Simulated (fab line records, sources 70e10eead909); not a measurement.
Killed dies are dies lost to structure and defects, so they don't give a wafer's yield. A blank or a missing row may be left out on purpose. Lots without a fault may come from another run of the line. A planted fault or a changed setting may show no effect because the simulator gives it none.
Chamber matching | flow nand_harc | NHARC_A_CONTACT_DEP_29 on pecvd-01: 3 sister chambers
The step deposits SiON, target thk 70 nm. 6 wafers are shown with their chamber, then 10 later ones without.

WAFERS WITH THEIR CHAMBER
wafer  | chamber | showerhead_vpp_V (V) | heater_power_w (W)
L082.2 | 0       | 1140                 | 818
L089.2 | 0       | 1137                 | 790
L089.4 | 2       | 1075                 | 612
L089.6 | 1       | 1186                 | 837
L087.2 | 2       | 1079                 | 631
L087.4 | 1       | 1188                 | 848

WAFERS WITHOUT THEIR CHAMBER
wafer  | showerhead_vpp_V (V) | heater_power_w (W)
L087.5 | 1159                 | 860
L094.1 | 1085                 | 591
L094.2 | 1147                 | 824
L094.6 | 1145                 | 846
L093.3 | 1076                 | 534
L093.4 | 1189                 | 861
L093.6 | 1125                 | 849
L095.1 | 1191                 | 859
L095.4 | 1173                 | 866
L095.6 | 1086                 | 618

WHICH CHAMBER EACH WENT THROUGH
wafer  | from the rows above | in truth
L087.5 | 0                   | 0
L094.1 | 2                   | 2
L094.2 | 0                   | 0
L094.6 | 0                   | 0
L093.3 | 2                   | 2
L093.4 | 1                   | 1
L093.6 | 0                   | 0
L095.1 | 1                   | 1
L095.4 | 1                   | 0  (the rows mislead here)
L095.6 | 2                   | 2
Placed correctly: 9 of 10. Can't be placed from these rows: 0. Placed wrongly: 1.
How it was worked out, from the rows above alone: a wafer's distance from a chamber is the root of the sum, over the readings, of the square of ((its reading less the chamber's mean) divided by the reading's scatter). The wafer belongs to the nearest chamber; if the next one is less than 2 further off, it can't be placed. A chamber's mean is the mean of its shown wafers. The scatter: the root of (the sum of the squares of (reading less its chamber's mean) over the shown wafers, divided by (wafers less chambers)).
